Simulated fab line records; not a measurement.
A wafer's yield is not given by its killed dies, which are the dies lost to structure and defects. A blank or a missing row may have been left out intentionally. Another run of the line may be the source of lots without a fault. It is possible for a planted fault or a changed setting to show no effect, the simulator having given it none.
Matching of chambers || flow n5 finfet || N5_BEOL_M9_PECVD_70 on pecvd-02: 3 sister chambers
The step deposits SiO2 from TEOS/O2, target thk 20 nm, time 22.7 s. 3 wafers are shown with their chamber, then 8 later ones without.

## WAFERS WITH THEIR CHAMBER
{"wafer": "L090.5", "chamber": 2, "throttle valve pct (%)": 20.5}
{"wafer": "L090.6", "chamber": 0, "throttle valve pct (%)": 22.5}
{"wafer": "L093.2", "chamber": 1, "throttle valve pct (%)": 23.8}

## WAFERS WITH NO CHAMBER GIVEN
{"wafer": "L093.4", "throttle valve pct (%)": 20.2}
{"wafer": "L093.5", "throttle valve pct (%)": 23.7}
{"wafer": "L091.1", "throttle valve pct (%)": 23.8}
{"wafer": "L091.5", "throttle valve pct (%)": 22.7}
{"wafer": "L091.6", "throttle valve pct (%)": 23.8}
{"wafer": "L097.4", "throttle valve pct (%)": 22.8}
{"wafer": "L097.5", "throttle valve pct (%)": 20.7}
{"wafer": "L097.6", "throttle valve pct (%)": 23.7}

## EACH ONE'S CHAMBER
{"wafer": "L093.4", "from the rows above": 2, "in truth": 2}
{"wafer": "L093.5", "from the rows above": 1, "in truth": 1}
{"wafer": "L091.1", "from the rows above": 1, "in truth": 1}
{"wafer": "L091.5", "from the rows above": 0, "in truth": 0}
{"wafer": "L091.6", "from the rows above": 1, "in truth": 1}
{"wafer": "L097.4", "from the rows above": 0, "in truth": 0}
{"wafer": "L097.5", "from the rows above": 2, "in truth": 2}
{"wafer": "L097.6", "from the rows above": 1, "in truth": 1}
Correctly placed: 8 of 8. Not placeable from these rows: 0. 0 placed wrongly.
How it was worked out, from the rows above alone: a wafer's distance from a chamber is the root of the sum, over the readings, of the square of ((its reading less the chamber's mean) divided by the reading's scatter). If the next closest chamber is less than 2 further off than the closest, the wafer can't be placed; otherwise it belongs to the closest. The mean given for a chamber averages the wafers shown for that chamber. The scatter: root of mean squared gap, hidden wafer to nearest shown wafer, with one shown wafer a chamber.
